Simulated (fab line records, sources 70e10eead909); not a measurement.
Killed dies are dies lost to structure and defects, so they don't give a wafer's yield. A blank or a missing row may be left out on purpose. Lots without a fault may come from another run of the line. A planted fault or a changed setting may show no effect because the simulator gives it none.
Problem report in the 8D (eight disciplines) form, filled by code | flow nand_harc | the parts of the form that need people (team, actions taken, sign-off) are left out

1. THE PROBLEM
exposure_dose_mJ_cm2 at NHARC_P_M2_EXPOSE_06 reads a mean of 79.82 on 12 wafers of 4 lots; wafers without a fault read 80.77 with a standard deviation of 0.07. That is -14 standard deviations from the usual mean.
The step: exposes mask P M2, target cd 170 nm.
First seen on wafer L911.1, day 7 16:58, on arfi_scanner-03. The record holds 36 wafers of 12 lots with a number at this step. Rule for "out", or "out of limits": more than 4 standard deviations from the usual mean. The other wafers with a number count as sound.

2. WHAT IT IS AND WHAT IT IS NOT
question                    | is                     | is not
which readings at this step | exposure_dose_mJ_cm2   | -
which lots                  | L911, L914, L918, L919 | L908, L909, L910, L913, L924, L925, L926, L929
which wafers of those lots  | all that have a number | -
read on which tools         | arfi_scanner-03        | arfi_scanner-01, arfi_scanner-02
when                        | from day 7 16:58       | up to then (9 sound wafers); but 15 sound wafers of L913, L924, L925, L926, L929 came after

3. SUSPECTS, AND WHAT RULES EACH OUT
Counting: a tool at a process step up to the reading stays a suspect if it ran every lot that is out and no sound lot after the first of them.
- arfi_scanner-03 at NHARC_P_M2_EXPOSE_06 (exposes mask P M2, target cd 170 nm): kept. It ran every lot that is out, first L911 (day 7 16:58), and no sound lot after that; its last sound lot up to then is L908 (day 6 12:26). Its own readings are out on those wafers: exposure_dose_mJ_cm2.
Left after counting: arfi_scanner-03 at NHARC_P_M2_EXPOSE_06.

4. THE CAUSE (what the simulator had put in)
Process parameter drift: arfi_scanner-03, from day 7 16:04 on, at NHARC_P_M2_EXPOSE_06. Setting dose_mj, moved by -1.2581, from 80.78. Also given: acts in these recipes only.
Counting left only this tool.

5. THE CHAIN OF EFFECTS, in route order
Each row: a reading whose mean over the struck wafers that have a number lies more than 3 standard deviations from the usual. Only readings for which the record gives a usual standard deviation are gone through. hours: the time from each lot's start at the first step in this table that gives one to its start at this step, as a median over the lots. sigmas: the change in usual standard deviations.
hours | step                 | reading              | usual | on struck wafers | change | sigmas
0     | NHARC_P_M2_EXPOSE_06 | exposure_dose_mJ_cm2 | 80.77 | 79.82            | -0.95  | -14
The process steps in it:
- NHARC_P_M2_EXPOSE_06: exposes mask P M2, target cd 170 nm.
Later measuring or inspecting steps at which every struck wafer that the step has a row for has a number for every such reading, and none has moved that far: NHARC_END_SORT_01.

6. WHAT WOULD HAVE CAUGHT IT SOONER
In this record the first reading out of limits was taken at day 7 16:58, 1 hour after the fault began at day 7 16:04.
